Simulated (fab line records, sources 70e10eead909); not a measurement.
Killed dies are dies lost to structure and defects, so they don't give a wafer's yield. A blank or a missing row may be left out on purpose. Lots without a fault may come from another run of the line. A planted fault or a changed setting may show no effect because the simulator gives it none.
fab line records | flow nand_harc
record lots=6 wafers=17 last_day=25
route steps=1159 shown A_BONDPAD@1064 END@1159
lots that met no fault: from a run of the same line without faults
start_h: hours from the record's first day to the start of the lot's first wafer shown | wait_h: hours since the lot's step before | " the same as in the row above | L1.1+2: a row that stands for several wafers | - no value, or no start given | * or withheld: withheld | < > ~ a bound
route shown NAME@n: a module of which the file shows steps, and the number in the route of the first | usual: mean/standard deviation of fault-free wafers | same: alike in all rows | chamber/n: place in a boat | sites: the reading at each site | _std_site: their standard deviation | _edge_site: outer sites' mean less inner sites' | radius_mm: how far each site lies from the wafer's centre | mask NAME#n: copy n | behind: the tool/chamber that last shaped the wafer | hold: why the lot was held/for how many hours/how that ended | device: the transistor (n, p or np) that didn't switch | end of line: the same wafers' tests at the end of the route | a step without rows: its recipe alone | killed: dies lost to structure and defects at the first sort, not the wafer's yield | map: a wafer's dies, x killed, . not, _ none there
set.NAME: the setting as run; set.NAME@STEP: as run at that earlier step | model.NAME: the simulator's own value behind a step, which no gauge read
lots at some steps of the route; a table a step, a row a wafer
services: from which hour (start_h, from the record's first day; less than 0 if before it) a tool's chamber was out of use, for how many hours, and why
## steps
# step NHARC_A_BONDPAD_HMDS_02
# recipe time_s=30
# step NHARC_A_BONDPAD_COAT_33
# recipe temp_c=200 time_s=65
# step NHARC_A_BONDPAD_COAT_03
# recipe spin_rpm=2000 resist_thk_nm=600
# step NHARC_A_BONDPAD_SOFTBAKE_04
# recipe temp_c=125 time_s=70
# step NHARC_A_BONDPAD_EBR_05
# step NHARC_A_BONDPAD_EXPOSE_06
# recipe na=0.55 dose_mj=36.99 mask_id=A_BPAD
# step NHARC_A_BONDPAD_PEB_07
# recipe peb_temp_c=128 peb_time_s=80
# step NHARC_A_BONDPAD_DEVELOP_08
# recipe time_s=50 dev_temp_c=22
# step NHARC_A_BONDPAD_CD_MEAS_09
# recipe target_cd_nm=500 landing_energy_ev=500
# usual cd_nm=499.5/2.6
# columns lot.wafer tool chamber start_h wait_h cd_nm
L621.1 cd_sem-03 0 422.88 - 503.9
L621.3 " 0 " " 499.5
L621.6 " 0 " " 502.0
L629.1 cd_sem-02 0 486.43 - 501.2
L629.5 " 0 " " 499.0
L629.6 " 0 " " 500.0
L634.5 cd_sem-03 0 515.47 - 498.8
L634.6 " 0 " " 500.9
L635.1 cd_sem-02 0 520.51 - 499.5
L635.3 " 0 " " 499.8
L635.5 " 0 " " 501.4
L640.2 cd_sem-03 0 535.98 - 495.2
L640.4 " 0 " " 498.4
L640.6 " 0 " " 500.7
L641.2 cd_sem-02 0 551.52 - 498.2
L641.3 " 0 " " 500.8
L641.5 " 0 " " 500.1
# step NHARC_A_BONDPAD_OVL_MEAS_35
# usual overlay_x_nm=-1/5.7 overlay_y_nm=1/5.4
# columns lot.wafer tool chamber start_h wait_h overlay_x_nm overlay_y_nm
L621.1 overlay-01 - 422.97 - 1 3
L621.3 " - " " 2 3
L621.6 " - " " 2 3
L629.1 overlay-02 - 486.51 - -1 4
L629.5 " - " " -1 4
L629.6 " - " " 0 4
L634.5 overlay-02 - 515.55 - 8 -4
L634.6 " - " " 8 -4
L635.1 overlay-02 - 520.60 - 0 -9
L635.3 " - " " 1 -9
L635.5 " - " " 1 -9
L640.2 overlay-02 - 536.07 - -1 -1
L640.4 " - " " 0 -1
L640.6 " - " " 0 -1
L641.2 overlay-02 - 551.61 - 7 -6
L641.3 " - " " 7 -6
L641.5 " - " " 7 -6
# step NHARC_A_BONDPAD_HARDBAKE_10
# recipe temp_c=118 time_s=65
# step NHARC_A_BONDPAD_DESCUM_11
# recipe time_s=3 o2_flow_sccm=200 ar_flow_sccm=0 bias_power_w=0 chemistry=O2
# usual drypump_motor_current_A=6.0/0.38 oes_product_au=1.005/0.012 rf_vpp_V=57.8/0.9 showerhead_plenum_p_Torr=1.92/0.1 throttle_valve_pct=11.312/0.0089
# columns lot.wafer tool chamber start_h wait_h drypump_motor_current_A oes_product_au rf_hours_counter_h rf_vpp_V showerhead_plenum_p_Torr throttle_valve_pct
L621.1 rie_diel-03 3 423.09 - 6.2 0.998 9 57.7 1.98 11.317
L621.3 " 0 " " 6.1 1.002 9 57.2 1.83 11.313
L621.6 " 3 " " 6.2 0.982 - 57.0 1.98 11.311
L629.1 rie_diel-06 2 486.64 - 5.6 1.005 10 58.9 2.00 11.301
L629.5 " 2 " " 5.6 1.006 - 58.1 2.00 11.306
L629.6 " 3 " " 6.0 0.974 - 59.5 2.07 11.320
L634.5 rie_diel-06 2 515.70 - 5.6 1.006 - 57.8 2.00 11.319
L634.6 " 3 " " 6.0 0.992 - 59.2 2.07 11.309
L635.3 rie_diel-06 1 520.74 - 5.8 1.015 18 57.3 1.90 11.298
L635.1 " 3 " " 6.1 0.985 19 58.9 2.07 11.310
L635.5 " 1 " " 5.8 1.022 - 57.7 1.90 11.309
L640.2 rie_diel-05 0 536.22 - 5.5 1.010 1 57.0 1.80 11.318
L640.6 " 3 " " 6.7 0.986 - 57.3 2.03 11.305
L640.4 " 0 " " 5.6 1.005 - 57.1 1.80 11.315
L641.3 rie_diel-05 0 551.75 - 5.6 1.003 1 58.5 1.80 11.331
L641.2 " 1 " " 6.1 0.998 0 57.8 1.96 11.326
L641.5 " 2 " " 6.2 1.011 - 58.6 1.80 11.305
# step NHARC_A_BONDPAD_ETCH_34
# recipe target_depth_a=600 overetch_a=180 time_s=65.91 ion_energy_ev=200 n2_flow_sccm=150 h2_flow_sccm=150 ar_flow_sccm=0 rf_w=400 bias_w=150 chemistry=N2/H2
# usual drypump_motor_current_A=6.0/0.38 n2_flow_sccm=150.0/0.39 oes_product_au=1.005/0.013 rf_vpp_V=431/3.1 showerhead_plenum_p_Torr=2.04/0.11 throttle_valve_pct=14.172/0.0096
# columns lot.wafer tool chamber start_h wait_h drypump_motor_current_A n2_flow_sccm oes_product_au rf_hours_counter_h rf_vpp_V showerhead_plenum_p_Torr throttle_valve_pct
L621.3 rie_diel-03 1 423.19 0.1 6.4 149.4 0.985 9 427 1.96 14.151
L621.1 " 2 " " 5.9 149.8 1.004 8 436 2.22 14.182
L621.6 " 3 " " 6.2 151.0 1.004 - 432 2.11 14.169
L629.1 rie_diel-06 1 486.74 0.1 5.9 150.0 1.018 11 430 2.03 14.171
L629.5 " 3 " " 6.1 149.8 0.985 - 435 2.21 14.161
L629.6 " 0 " " 5.4 149.9 1.001 - 429 1.94 14.174
L634.5 rie_diel-06 0 515.78 0.1 5.4 149.7 0.995 - 427 1.93 14.180
L634.6 " 1 " " 5.8 150.3 0.852 - 430 2.03 14.175
L635.1 rie_diel-06 1 520.81 0.1 5.8 150.6 1.024 18 430 2.03 14.156
L635.3 " 0 " " 5.3 150.5 0.844 20 429 1.93 14.185
L635.5 " 1 " " 5.8 149.9 1.028 - 431 2.02 14.166
L640.2 rie_diel-05 3 536.31 0.1 6.6 149.6 0.998 1 434 2.16 14.176
L640.4 " 2 " " 6.2 150.2 1.005 - 428 1.91 14.187
L640.6 " 0 " " 5.6 149.9 1.015 - 427 1.91 14.179
L641.3 rie_diel-05 0 551.81 0.1 5.6 149.6 1.012 1 427 1.91 14.171
L641.2 " 1 " " 6.1 149.7 0.996 0 431 2.09 14.164
L641.5 " 1 " " 6.1 149.6 0.999 - 433 2.09 14.183
# step NHARC_A_BONDPAD_ETCH_12
# recipe target_depth_a=2200 time_s=110 chf3_flow_sccm=50 o2_flow_sccm=10 ar_flow_sccm=200 rf_w=500 bias_w=200 chemistry=CHF3/O2
# usual drypump_motor_current_A=6.0/0.39 oes_product_au=0.952/0.023 rf_vpp_V=370.7/2.8 showerhead_plenum_p_Torr=2.40/0.12 throttle_valve_pct=20.573/0.009
# columns lot.wafer tool chamber start_h wait_h drypump_motor_current_A oes_product_au rf_hours_counter_h rf_vpp_V showerhead_plenum_p_Torr throttle_valve_pct
L621.3 rie_diel-03 1 - - 6.4 0.956 9 368.5 2.32 20.563
L621.1 " 2 " " 5.9 0.989 8 375.0 2.59 20.577
L621.6 " 0 " " 6.1 0.967 - 367.7 2.30 20.580
L629.1 rie_diel-06 3 - - 6.0 0.907 11 374.7 2.59 20.572
L629.5 " 3 " " 6.0 0.905 - 374.2 2.59 20.572
L629.6 " 0 " " 5.4 0.918 - 368.0 2.29 20.574
L634.6 rie_diel-06 3 - - 6.1 0.916 - 374.9 2.59 20.570
L634.5 " 0 " " 5.4 0.940 - 369.4 2.29 20.588
L635.1 rie_diel-06 2 - - 5.6 0.933 14 373.1 2.51 20.577
L635.3 " 1 " " 5.8 0.935 18 370.5 2.39 20.583
L635.5 " 3 " " 6.1 0.917 - 373.4 2.59 20.580
L640.2 rie_diel-05 0 - - 5.6 0.973 1 368.2 2.26 20.572
L640.6 " 0 " " 5.6 0.974 - 366.9 2.26 20.589
L640.4 " 3 " " 6.6 0.960 - 373.3 2.54 20.571
L641.2 rie_diel-05 0 - - 5.5 0.953 1 368.9 2.26 20.570
L641.3 " 1 " " 6.0 0.946 0 370.6 2.45 20.562
L641.5 " 0 " " 5.6 0.954 - 368.5 2.26 20.578
# step NHARC_END_SORT_01
# recipe temp_c=25
# usual defect_limited_yield=95.8/1.3 killed_at_array=24/8.7 killed_at_other=0.8/1.2 killed_at_periphery=3.6/2.3 killed_dies=28/8.9 killed_open=3.2/1.9 killed_short=2.0/1.6 sort_bin_2_pct=1.3/0.57 sort_bin_3_pct=0.22/0.19 sort_bin_4_pct=2.7/0.89 sort_n_pass=649/8.9 sort_rim_yield_pct=95/3.1 sort_yield_pct=95.8/1.3
# same gross_dies=677 sort_bin_5_pct[%]=0 sort_bin_6_pct[%]=0 sort_bin_7_pct[%]=0 sort_bin_8_pct[%]=0 sort_rim_n_gross=106.00
# columns lot.wafer tool chamber start_h wait_h defect_limited_yield[%] killed_at_array killed_at_other killed_at_periphery killed_dies killed_open killed_short sort_bin_2_pct[%] sort_bin_3_pct[%] sort_bin_4_pct[%] sort_n_pass sort_rim_yield_pct[%] sort_yield_pct[%]
L621.1 prober-01 0 464.62 2.5 96.9 16 0 5 21 5 2 0.9 0.15 2.1 656 98 96.9
L621.3 prober-01 0 466.21 3.1 95.9 22 1 5 28 5 6 0.7 0.15 3.2 649 97 95.9
L621.6 prober-01 0 468.60 4.0 96.9 20 1 0 21 1 0 0.7 0 2.4 656 95 96.9
L629.1 prober-02 0 518.16 2.5 95.3 27 3 2 32 5 1 1.8 0.15 2.8 645 92 95.3
L629.5 prober-02 0 521.40 3.7 95.3 26 2 4 32 3 1 1.2 0.44 3.1 645 98 95.3
L629.6 prober-02 0 522.21 4.1 97.8 13 0 2 15 0 1 0.9 0 1.3 662 95 97.8
L634.5 prober-01 0 557.08 3.6 92.9 47 0 1 48 4 2 1.8 0.89 4.4 629 94 92.9
L634.6 prober-01 0 557.87 3.9 94.1 38 0 2 40 8 0 2.8 0.15 3.0 637 89 94.1
L635.1 prober-01 0 561.72 2.6 95.3 29 0 3 32 3 2 0.9 0.44 3.4 645 92 95.3
L635.3 prober-01 0 563.33 3.1 96.3 22 0 3 25 3 1 1.3 0.30 2.1 652 98 96.3
L635.5 prober-01 0 564.95 3.7 95.6 29 1 0 30 2 2 2.8 0.15 1.5 647 92 95.6
L640.2 prober-02 0 570.39 2.8 95.4 28 0 3 31 1 0 1.0 0.44 3.1 646 100 95.4
L640.4 prober-02 0 571.99 3.4 96.0 24 0 3 27 0 1 1.8 0.15 2.1 650 92 96.0
L640.6 prober-02 0 573.60 4.0 95.1 29 0 4 33 2 3 1.5 0.30 3.1 644 92 95.1
L641.2 prober-02 0 586.03 2.8 97.0 15 2 3 20 4 1 1.2 0.15 1.6 657 94 97.0
L641.3 prober-02 0 586.84 3.1 96.3 20 3 2 25 5 2 0.7 0.15 2.8 652 95 96.3
L641.5 prober-02 0 588.44 3.7 96.0 22 0 5 27 4 2 0.7 0 3.2 650 97 96.0
# killed by level:class
L621.1 A_SLIT:chamber_film_flake=8 P_GATE:geometric_particle:open=3 A_WL_FILL:chamber_film_flake=2 P_M0:geometric_particle:short=1 A_CHANNEL_FILL_D1:geometric_particle:open=1 A_WL_FILL:geometric_particle:open=1 A_CONTACT:geometric_particle:short=1 P_STI:chamber_film_flake=1
L621.3 A_SLIT:chamber_film_flake=7 A_STAIRCASE:chamber_film_flake=4 A_CHANNEL_HOLE_D1:chamber_film_flake=3 P_GATE:geometric_particle:open=2 A_CHANNEL_FILL_D1:geometric_particle:short=2 A_WL_FILL:chamber_film_flake=2 P_STI:geometric_particle:open=1 P_GATE:geometric_particle:short=1
L621.6 A_STAIRCASE:chamber_film_flake=7 A_SLIT:chamber_film_flake=6 A_CHANNEL_HOLE_D1:chamber_film_flake=4 A_WL_FILL:chamber_film_flake=2 A_SOURCE_PLATE:geometric_particle:open=1 THIN_TSV:chamber_film_flake=1
L629.1 A_SLIT:chamber_film_flake=12 A_CHANNEL_HOLE_D1:chamber_film_flake=4 A_WL_FILL:chamber_film_flake=3 THIN_TSV:chamber_film_flake=3 A_CHANNEL_HOLE_D1:geometric_particle:open=2 A_BLC:geometric_particle:open=2 A_CONTACT:geometric_particle:open=1 A_M0:geometric_particle:short=1
L629.5 A_SLIT:chamber_film_flake=13 A_CHANNEL_HOLE_D1:chamber_film_flake=6 A_CONTACT:geometric_particle:open=2 P_STI:chamber_film_flake=2 A_WL_FILL:chamber_film_flake=2 A_CONTACT:chamber_film_flake=2 THIN_TSV:chamber_film_flake=2 P_GATE:geometric_particle:short=1
L629.6 A_SLIT:chamber_film_flake=7 A_CONTACT:chamber_film_flake=3 A_BLC:geometric_particle:short=1 P_ZERO_WELL:chamber_film_flake=1 P_GATE:chamber_film_flake=1 A_SGD_CUT:chamber_film_flake=1 A_WL_FILL:chamber_film_flake=1
L634.5 A_SLIT:chamber_film_flake=19 A_CHANNEL_HOLE_D1:chamber_film_flake=17 A_CONTACT:chamber_film_flake=4 P_M0:geometric_particle:open=1 A_CHANNEL_HOLE_D1:geometric_particle:short=1 A_CHANNEL_FILL_D1:geometric_particle:open=1 A_WL_FILL:geometric_particle:open=1 A_BLC:geometric_particle:open=1
L634.6 A_SLIT:chamber_film_flake=15 A_CHANNEL_HOLE_D1:chamber_film_flake=12 A_CONTACT:chamber_film_flake=4 A_ONON_D1:geometric_particle:open=2 A_CONTACT:geometric_particle:open=2 P_M0:geometric_particle:open=1 P_M1:geometric_particle:open=1 A_WL_FILL:geometric_particle:open=1
L635.1 A_SLIT:chamber_film_flake=14 A_CHANNEL_HOLE_D1:chamber_film_flake=11 P_M1:geometric_particle:open=2 A_SGD_CUT:geometric_particle:open=1 A_WL_FILL:geometric_particle:short=1 A_CONTACT:geometric_particle:short=1 P_GATE:chamber_film_flake=1 A_STAIRCASE:chamber_film_flake=1
L635.3 A_SLIT:chamber_film_flake=15 A_CHANNEL_HOLE_D1:chamber_film_flake=2 P_M1:geometric_particle:open=1 A_ONON_D1:geometric_particle:open=1 A_M0:geometric_particle:open=1 A_M0:geometric_particle:short=1 P_ZERO_WELL:chamber_film_flake=1 P_STI:chamber_film_flake=1
L635.5 A_SLIT:chamber_film_flake=16 A_CHANNEL_HOLE_D1:chamber_film_flake=9 A_ONON_D1:geometric_particle:short=1 A_SLIT:geometric_particle:short=1 A_WL_FILL:geometric_particle:open=1 STARTING-WAFER:geometric_particle:open=1 A_STAIRCASE:chamber_film_flake=1
L640.2 A_SLIT:chamber_film_flake=17 A_CONTACT:chamber_film_flake=4 A_CHANNEL_HOLE_D1:chamber_film_flake=3 P_GATE:chamber_film_flake=2 A_STAIRCASE:chamber_film_flake=2 A_SGD_CUT:geometric_particle:open=1 P_STI:chamber_film_flake=1 A_WL_FILL:chamber_film_flake=1
L640.4 A_SLIT:chamber_film_flake=11 A_CHANNEL_HOLE_D1:chamber_film_flake=5 A_CONTACT:chamber_film_flake=5 A_CHANNEL_HOLE_D1:geometric_particle:short=1 P_ZERO_WELL:chamber_film_flake=1 P_GATE:chamber_film_flake=1 P_M1:chamber_film_flake=1 A_STAIRCASE:chamber_film_flake=1
L640.6 A_SLIT:chamber_film_flake=13 A_CONTACT:chamber_film_flake=6 A_CHANNEL_HOLE_D1:chamber_film_flake=4 P_M1:chamber_film_flake=3 P_GATE:geometric_particle:open=1 A_CHANNEL_HOLE_D1:geometric_particle:short=1 A_CHANNEL_FILL_D1:geometric_particle:short=1 A_CONTACT:geometric_particle:short=1
L641.2 A_CHANNEL_HOLE_D1:chamber_film_flake=7 A_BLC:geometric_particle:open=2 A_WL_FILL:chamber_film_flake=2 A_CONTACT:chamber_film_flake=2 THIN_TSV:chamber_film_flake=2 P_GATE:geometric_particle:open=1 P_M0:geometric_particle:open=1 A_BLC:geometric_particle:short=1
L641.3 A_CHANNEL_HOLE_D1:chamber_film_flake=5 A_CONTACT:chamber_film_flake=4 A_ZERO_WELL:chamber_film_flake=3 THIN_TSV:chamber_film_flake=3 P_GATE:geometric_particle:open=1 P_CONTACT:geometric_particle:open=1 A_CHANNEL_FILL_D1:geometric_particle:open=1 A_CONTACT:geometric_particle:open=1
L641.5 A_CHANNEL_HOLE_D1:chamber_film_flake=10 A_CONTACT:chamber_film_flake=4 A_STAIRCASE:chamber_film_flake=3 A_CONTACT:geometric_particle:open=2 P_GATE:geometric_particle:short=1 P_CONTACT:geometric_particle:short=1 P_M1:geometric_particle:open=1 A_WL_FILL:geometric_particle:open=1
## services
# columns tool chamber start_h hours kind
rie_diel-06 - 418.20 9.0 pm
rie_diel-06 0 418.20 9.0 vent_cycle
rie_diel-06 1 418.20 9.3 vent_cycle
rie_diel-06 2 418.20 9.0 vent_cycle
rie_diel-06 3 418.20 9.0 vent_cycle
rie_diel-06 0 427.20 - clean
rie_diel-06 2 427.20 - clean
rie_diel-06 3 427.20 - clean
rie_diel-06 3 427.20 - consumable_replace:showerhead
rie_diel-05 0 431.28 16.0 repair
rie_diel-06 0 451.86 - clean
rie_diel-06 1 451.86 - clean
rie_diel-06 2 451.86 - clean
rie_diel-06 3 451.86 - clean
rie_diel-05 0 466.79 4.3 repair
rie_diel-06 0 476.56 - clean
rie_diel-06 1 476.56 - clean
rie_diel-06 2 476.56 - clean
rie_diel-06 3 476.56 - clean
rie_diel-05 - 477.83 0.7 repair
rie_diel-06 2 492.00 16.2 repair
rie_diel-06 0 501.06 - clean
rie_diel-05 3 505.29 17.2 repair
rie_diel-05 - 517.60 9.0 pm
## key
first_sign step=NHARC_A_BONDPAD_ETCH_34 reading=oes_product_au direction=down sigmas=12 usual=1.005 struck=0.848
effect none on later readings
met_at NHARC_A_BONDPAD_ETCH_34
struck_wafers L634.6,L635.3
onset_between 486.74 515.78
fault kind=process_parameter_drift tool=rie_diel-06 chamber=- onset_h=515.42 steps=NHARC_A_BONDPAD_ETCH_34 channel=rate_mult offset=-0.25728 shape=step end_h=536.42 scope=struck_wafers_only
